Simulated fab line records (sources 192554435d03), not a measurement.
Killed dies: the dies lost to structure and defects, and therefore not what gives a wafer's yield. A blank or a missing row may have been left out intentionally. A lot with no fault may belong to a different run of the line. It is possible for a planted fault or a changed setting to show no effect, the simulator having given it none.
Lot-split experiment | flow n5-finfet | on a route of 1938 steps: 7 lots, 21 wafers read

== THE SPLIT ==
At N5_MOL_CONTACT_COAG_PECVD_31 (deposits SiO2 from TEOS/O2, target thk 46 nm, time 8.9 s), the setting temp-c was moved away from the recipe's 400 C on 5 of the 21 wafers read, by -3.7% to +2.6%. For the rest of the wafers, this setting stayed at what the recipe calls for.

== FROM THE SPLIT TO THE READING: what the file shows between them, 4 steps ==
- N5_MOL_CONTACT_COAG_COAT_75: time 60 s, resist thk 60 nm
- N5_MOL_CONTACT_COAG_COAT_76: time 60 s, resist thk 10 nm
- N5_MOL_CONTACT_COAG_ETCHBACK_135: etches SiO2 in CHF3, target depth 25 nm, time 16.7 s
- N5_MOL_CONTACT_COAG_STRIP_118: strips in CHF3

== THE READING ==
etch.depth-nm (the simulator's own value, which no gauge read), in nm, at N5_MOL_CONTACT_COAG_VIA_ETCH_46 (etches SiO2 in C4F6/O2, target depth 46 nm, overetch 9.2 nm, time 40 s). There is no usual value for it anywhere in the file. The 16 wafers here that ran the recipe average 45.93 nm, standard deviation 0.51 nm.

wafer  | tool, chamber at the split | temp-c as run, C | against the recipe | etch.depth-nm, nm | against lot-mates on the recipe
L078.3 | pecvd-04, 1                | 400              | recipe             | 44.95             | -
L078.4 | pecvd-04, 0                | 400              | recipe             | 46.4              | -
L078.6 | pecvd-04, 1                | 400              | recipe             | 45.63             | -
L079.1 | pecvd-04, 0,1              | 400              | recipe             | 46.12             | -
L079.3 | pecvd-04, 1                | 385.3            | -3.7%              | 50.02             | +3.83
L079.5 | pecvd-04, 0,1              | 400              | recipe             | 46.27             | -
L083.2 | pecvd-04, 0                | 394.6            | -1.3%              | 47.55             | +1.81
L083.5 | pecvd-04, 0                | 394.6            | -1.3%              | 48.14             | +2.40
L083.6 | pecvd-04, 2                | 400              | recipe             | 45.74             | -
L084.2 | pecvd-01, 0                | 400              | recipe             | 46.11             | -
L084.3 | pecvd-01, 1                | 409.6            | +2.4%              | 43.38             | -3.02
L084.4 | pecvd-01, 0                | 400              | recipe             | 46.7              | -
L085.1 | pecvd-02, 0                | 400              | recipe             | 45.93             | -
L085.5 | pecvd-02, 1                | 400              | recipe             | 46.81             | -
L085.6 | pecvd-02, 0                | 400              | recipe             | 46.07             | -
L087.1 | pecvd-01, 1                | 400              | recipe             | 45.57             | -
L087.2 | pecvd-01, 0                | 400              | recipe             | 45.45             | -
L087.3 | pecvd-01, 2                | 400              | recipe             | 44.99             | -
L088.1 | pecvd-02, 0                | 410.6            | +2.6%              | 42.13             | -3.90
L088.3 | pecvd-02, 0                | 400              | recipe             | 46.08             | -
L088.5 | pecvd-02, 0                | 400              | recipe             | 45.99             | -
If several chambers appear in one row, that row covers several wafers at once and the file leaves open which wafer was in which chamber.

THE FIT
A straight line over all 21 wafers: etch.depth-nm changes by -1.22 nm for each +1% of temp-c; r = -0.95; the points scatter about the line by 0.52 nm.
The same after taking each lot's own level away (the mean of its wafers on the recipe; 21 wafers): -1.25 nm for each +1%; r = -0.97; scatter 0.42 nm.
Per that fit: largest temp-c move, reading shift of 4.6 nm.
The lots' own levels span 45.337 to 46.405 nm, that is 2.1 times the standard deviation above.
Consequently the slope shifts little with the lot-to-lot level, the two slopes agreeing.
Check: with one of the wafers moved furthest among these (-3.7%) left out of the fit, the line predicts +5.26 nm for it against its lot-mates. It came out at +3.83 nm against them.

== THE WHOLE CHAIN: every reading that the file lists as answering this split, in the file's order ==
step                            | what it does                                                           | reading                                                                                   | change (the file's fit)              | r (the file's)
N5_MOL_CONTACT_COAG_PECVD_31    | deposits SiO2 from TEOS/O2, target thk 46 nm, time 8.9 s               | SiO2_of_MOL_CONTACT_COAG_PECVD_31.thk-nm (the simulator's own value, which no gauge read) | -1.21 nm for each +1% of the setting | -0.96
N5_MOL_CONTACT_COAG_VIA_ETCH_46 | etches SiO2 in C4F6/O2, target depth 46 nm, overetch 9.2 nm, time 40 s | etch.depth-nm (the simulator's own value, which no gauge read)                            | -1.23 nm for each +1% of the setting | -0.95

== FILE'S OWN FIT ==
etch.depth-nm changes by -1.23 nm for each +1% of temp-c, r = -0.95.
